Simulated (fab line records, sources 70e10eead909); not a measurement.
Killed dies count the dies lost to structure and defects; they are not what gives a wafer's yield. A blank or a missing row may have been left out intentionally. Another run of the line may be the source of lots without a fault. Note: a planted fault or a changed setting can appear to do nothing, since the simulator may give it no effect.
Comparing a struck lot with a sound one | flow nand-harc | 42 out of 1302 route steps
Sound: these wafers, L603.1, L603.2, L603.5. Wafers struck: L617.4, L617.5, L617.6. Last of all comes the cause.
At each step with rows: each side's tool, then ch and its chambers, then its first start. Under that, the readings that differ: sound wafers | struck wafers | difference of the means | sigmas: that difference in standard deviations of wafers without a fault.
alike: same words and numbers on both sides, and readings whose means sit less than 2 such deviations apart. not compared: any withheld reading, any reading some wafer has no value for, any bound like >300 that may hide the same value, and any number with overlapping values for which the record gives no deviation.
The two part at a step that has a row with sigmas, a row that says differs or no value, or rows on one side only. Numbers that have no deviation but don't overlap get no sigmas and don't part them. A reading missing from all wafers of one side parts the sides only when that side holds two or more wafers.

first, 3 steps without rows for these wafers: NHARC_A_CONTACT_ETCH_122 (etches the open film in C4F8/O2/Ar, time 190 s, target depth 1850 nm); NHARC_A_CONTACT_ETCH_123 (etches the open film in C4F8/O2/Ar, time 490 s, target depth 2110 nm); NHARC_A_CONTACT_ETCH_90 (etches the open film in CH3F/O2, target depth 40 nm, time 85.7 s).
NHARC_A_CONTACT_ETCH_96: etches the open film in C4F6/O2, target depth 20 nm, time 10 s.
  sound: rie-diel-05 ch 1,3; struck: rie-diel-13 ch 0,1
  alike: drypump-motor-current-A, oes-product-au, rf-fwd-power-W, rf-vpp-V, showerhead-plenum-p-Torr, throttle-valve-pct
  not compared: rf-hours-counter-h
NHARC_A_CONTACT_CD_MEAS_53:
  struck on cd-sem-01, day 29 20:24; sound on cd-sem-02, day 23 21:14
  alike: cd-nm
then, 3 steps without rows for these wafers: NHARC_A_CONTACT_STRIP_99 (strips in N2/H2); NHARC_A_CONTACT_STRIP_100 (strips in CF4/CHF3); NHARC_A_CONTACT_STRIP_101 (strips in O2/COS).
NHARC_A_CONTACT_ETCH_102: etches the open film in CF4/O2, target depth 100 nm, overetch 10 nm, time 55 s.
  sound on rie-diel-09 ch 0,2,3, day 23 21:31; struck on rie-diel-05 ch 0,1,3, day 29 20:45
  alike: drypump-motor-current-A, oes-product-au, rf-fwd-power-W, rf-vpp-V, showerhead-plenum-p-Torr, throttle-valve-pct
  not compared: rf-hours-counter-h
then, 3 steps without rows for these wafers: NHARC_A_CONTACT_STRIP_55 (strips in O2); NHARC_A_CONTACT_STRIP_56 (strips in post etch residue remover, time 600 s); NHARC_A_CONTACT_DEP_57 (deposits aC, target thk 5300 nm).
NHARC_A_CONTACT_DEP_58: deposits SiON, target thk 90 nm.
  sound on pecvd-02 ch 0,2, day 24 07:29; struck on pecvd-04 ch 0,1,2, day 30 02:12
  alike: heater-power-w, rf-fwd-power-W
then, 10 steps without rows for these wafers: NHARC_A_CONTACT_DEHYDRATE_59 (time 120 s); NHARC_A_CONTACT_HMDS_60 (time 30 s); NHARC_A_CONTACT_COAT_61 (time 75 s); NHARC_A_CONTACT_COAT_62 (time 65 s); NHARC_A_CONTACT_COAT_63 (resist thk 90 nm); NHARC_A_CONTACT_SOFTBAKE_64 (time 55 s); NHARC_A_CONTACT_EBR_65; NHARC_A_CONTACT_EXPOSE_66 (exposes mask A CC 2); NHARC_A_CONTACT_PEB_67 (peb time 65 s); NHARC_A_CONTACT_DEVELOP_68 (develop time 35 s).
NHARC_A_CONTACT_CD_MEAS_69 targets a cd of 300 nm.
  sound on cd-sem-02 ch 0, day 24 08:11; struck on cd-sem-03 ch 0, day 30 02:43
  alike: cd-nm
NHARC_A_CONTACT_OVL_MEAS_70:
  struck on overlay-01, day 30 02:48; sound on overlay-01, day 24 08:16
  alike: overlay-x-nm, overlay-y-nm
then, 4 steps without rows for these wafers: NHARC_A_CONTACT_DESCUM_74 (chemistry O2, time 3 s); NHARC_A_CONTACT_ETCH_75 (etches the open film in CF4, target depth 39 nm, time 65 s); NHARC_A_CONTACT_ETCH_76 (etches the open film in N2/H2, target depth 260 nm, time 475.3 s); NHARC_A_CONTACT_ETCH_77 (etches the open film in CF4/CHF3, target depth 108.9 nm, time 54.5 s).
NHARC_A_CONTACT_ETCH_78: etches the open film in O2/COS, target depth 5300 nm, time 1378 s.
  sound: rie-diel-13 ch 0,1,3; struck: rie-diel-13 ch 0,2,3
  alike: drypump-motor-current-A, oes-product-au, rf-fwd-power-W, rf-vpp-V, showerhead-plenum-p-Torr, throttle-valve-pct
  not compared: rf-hours-counter-h
then, 3 steps without rows for these wafers: NHARC_A_CONTACT_ETCH_124 (etches the open film in C4F8/O2/Ar, time 140 s, target depth 700 nm); NHARC_A_CONTACT_ETCH_125 (etches the open film in C4F8/O2/Ar, time 197 s, target depth 1918 nm); NHARC_A_CONTACT_ETCH_126 (etches the open film in C4F8/O2/Ar, time 197 s, target depth 1918 nm).
NHARC_A_CONTACT_ETCH_127: etches the open film in C4F8/O2/Ar, time 197 s, target depth 1918 nm.
  sound on har-cap-etch-03 ch 0,1, day 24 10:28; struck on har-cap-etch-02 ch 0,1, day 30 05:03
  not compared: rf-hours-counter-h
then, 5 steps without rows for these wafers: NHARC_A_CONTACT_ETCH_128 (etches the open film in C4F8/O2/Ar, time 197 s, target depth 1918 nm); NHARC_A_CONTACT_ETCH_129 (etches the open film in C4F8/O2/Ar, time 197 s, target depth 1918 nm); NHARC_A_CONTACT_ETCH_130 (etches the open film in C4F8/O2/Ar, time 197 s, target depth 1918 nm); NHARC_A_CONTACT_ETCH_131 (etches the open film in C4F8/O2/Ar, time 197 s, target depth 1918 nm); NHARC_A_CONTACT_ETCH_132 (etches the open film in C4F8/O2/Ar, time 197 s, target depth 1924 nm).
NHARC_A_CONTACT_ETCH_133: etches the open film in C4F8/O2/Ar, time 374 s, target depth 1610 nm.
  sound on har-cap-etch-03 ch 0,1, day 24 11:31; struck on har-cap-etch-02 ch 0,1, day 30 06:11
  not compared: rf-hours-counter-h
then, 1 step without rows for these wafers: NHARC_A_CONTACT_ETCH_91 (etches the open film in CH3F/O2, target depth 40 nm, time 85.7 s).
-- jump in the record: it breaks off in module A_CONTACT and resumes in module END (first step shown: number 1302 of the route), and 3 days separate the struck wafers' starts before and after --
NHARC_END_SORT_01:
  here the record holds rows for the struck wafers (prober-01 ch 0, day 32 21:10) but none for the sound ones

WHERE THEY PART
Within this record, at NHARC_END_SORT_01 only.

WHY: what had been put in by the simulator
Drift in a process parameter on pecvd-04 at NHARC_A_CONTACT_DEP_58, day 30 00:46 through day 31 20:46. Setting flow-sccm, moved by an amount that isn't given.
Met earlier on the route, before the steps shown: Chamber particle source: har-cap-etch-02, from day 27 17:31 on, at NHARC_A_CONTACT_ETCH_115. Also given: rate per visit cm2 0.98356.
